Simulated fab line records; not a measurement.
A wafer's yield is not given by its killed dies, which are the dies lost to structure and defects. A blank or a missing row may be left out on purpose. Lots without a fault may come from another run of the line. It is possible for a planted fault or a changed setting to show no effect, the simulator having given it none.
Matching of chambers | flow n5-finfet | rie-si-01 running N5_FIN_SAQP_MANDREL_ETCH_58: 4 sister chambers
The step etches a-Si in HBr/Cl2, stops on SiNx, target depth 45 nm, bt time 10 s, time 27 s. 8 wafers are shown with their chamber, then 7 later ones without.

WAFERS WITH THEIR CHAMBER
wafer  | chamber | oes-product-au (a.u.)
L076.5 | 2       | 0.712
L079.2 | 2       | 0.711
L079.4 | 3       | 0.705
L083.2 | 1       | 0.678
L083.4 | 0       | 0.716
L083.6 | 1       | 0.683
L084.1 | 3       | 0.689
L084.2 | 0       | 0.700

WAFERS WITH NO CHAMBER GIVEN
wafer  | oes-product-au (a.u.)
L084.3 | 0.664
L089.1 | 0.705
L089.3 | 0.702
L089.4 | 0.681
L093.1 | 0.690
L093.3 | 0.703
L093.4 | 0.719

WHICH CHAMBER EACH WENT THROUGH
wafer  | from the rows above               | in truth
L084.3 | 1                                 | 1
L089.1 | can't be placed: 0 or 2 or 3      | 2
L089.3 | can't be placed: 3 or 0 or 2      | 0
L089.4 | can't be placed: 1 or 3           | 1
L093.1 | can't be placed: 3 or 1 or 0 or 2 | 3
L093.3 | can't be placed: 0 or 3 or 2      | 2
L093.4 | can't be placed: 2 or 0 or 3      | 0
Placed correctly: 1 of 7. Can't be placed from these rows: 6 (the true chamber is among the candidates in 6). Number placed wrongly: 0.
How it was worked out, from the rows above alone: a wafer's distance from a chamber is the root of the sum, over the readings, of the square of ((its reading less the chamber's mean) divided by the reading's scatter). The wafer belongs to the nearest chamber; if the next one is less than 2 further off, it can't be placed. A chamber's mean is the mean of its shown wafers. The scatter: the root of (the sum of the squares of (reading less its chamber's mean) over the shown wafers, divided by (wafers less chambers)).
